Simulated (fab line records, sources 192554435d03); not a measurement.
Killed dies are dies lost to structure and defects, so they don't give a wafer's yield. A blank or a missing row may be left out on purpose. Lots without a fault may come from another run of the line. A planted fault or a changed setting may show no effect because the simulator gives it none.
Chamber matching | flow n5_finfet | N5_BEOL_M1_STRIP_19 on rie_diel-02: 4 sister chambers
The step strips in O2. 14 wafers are shown with their chamber, then 7 later ones without.

WAFERS WITH THEIR CHAMBER
wafer  | chamber | showerhead_plenum_p_Torr (Torr) | throttle_valve_pct (%) | oes_product_au (a.u.)
L082.2 | 2       | 2.18                            | 17.0                   | 0.70
L082.5 | 3       | 2.16                            | 17.1                   | 0.71
L082.6 | 2       | 2.18                            | 17.0                   | 0.71
L083.3 | 3       | 2.16                            | 17.1                   | 0.71
L083.4 | 1       | 2.00                            | 16.7                   | 0.68
L083.5 | 3       | 2.16                            | 17.0                   | 0.71
L084.2 | 3       | 2.15                            | 17.1                   | 0.70
L084.4 | 1       | 2.00                            | 16.7                   | 0.67
L084.6 | 0       | 2.23                            | 16.4                   | 0.96
L085.1 | 0       | 2.23                            | 16.4                   | 0.94
L085.2 | 2       | 2.17                            | 17.0                   | 0.69
L085.6 | 1       | 2.00                            | 16.7                   | 0.67
L092.2 | 0       | 2.23                            | 16.4                   | 0.90
L092.3 | 2       | 2.17                            | 17.0                   | 0.68

SIGNATURES (means of the wafers above)
reading                  | chamber 0 | chamber 1 | chamber 2 | chamber 3 | scatter within a chamber
showerhead_plenum_p_Torr | 2.2300    | 2.0000    | 2.1750    | 2.1575    | 0.00418
throttle_valve_pct       | 16.400    | 16.700    | 17.000    | 17.075    | 0.0274
oes_product_au           | 0.9333    | 0.6733    | 0.6950    | 0.7075    | 0.0158
Rule: a wafer's distance from a chamber is the root of the sum, over the readings, of the square of ((its reading less the chamber's mean) divided by the reading's scatter). The wafer belongs to the nearest chamber; if the next one is less than 2 further off, it can't be placed. The scatter: the root of (the sum of the squares of (reading less its chamber's mean) over the shown wafers, divided by (wafers less chambers)).

WAFERS WITHOUT THEIR CHAMBER
wafer  | showerhead_plenum_p_Torr (Torr) | throttle_valve_pct (%) | oes_product_au (a.u.)
L092.4 | 2.15                            | 16.5                   | 0.94
L093.1 | 2.22                            | 16.5                   | 0.91
L093.2 | 2.15                            | 16.6                   | 0.95
L093.5 | 2.17                            | 17.0                   | 0.68
L096.1 | 2.17                            | 17.0                   | 0.68
L096.3 | 2.15                            | 16.6                   | 0.93
L096.4 | 2.26                            | 16.2                   | 0.96

WHICH CHAMBER EACH WENT THROUGH
wafer  | from the rows above          | in truth
L092.4 | 0                            | 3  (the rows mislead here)
L093.1 | 0                            | 0
L093.2 | 0                            | 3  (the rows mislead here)
L093.5 | 2                            | 2
L096.1 | 2                            | 2
L096.3 | can't be placed: 0 or 2 or 3 | 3
L096.4 | 0                            | 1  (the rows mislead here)
Placed correctly: 3 of 7. Can't be placed from these rows: 1 (the true chamber is among the candidates in 1). Placed wrongly: 3.
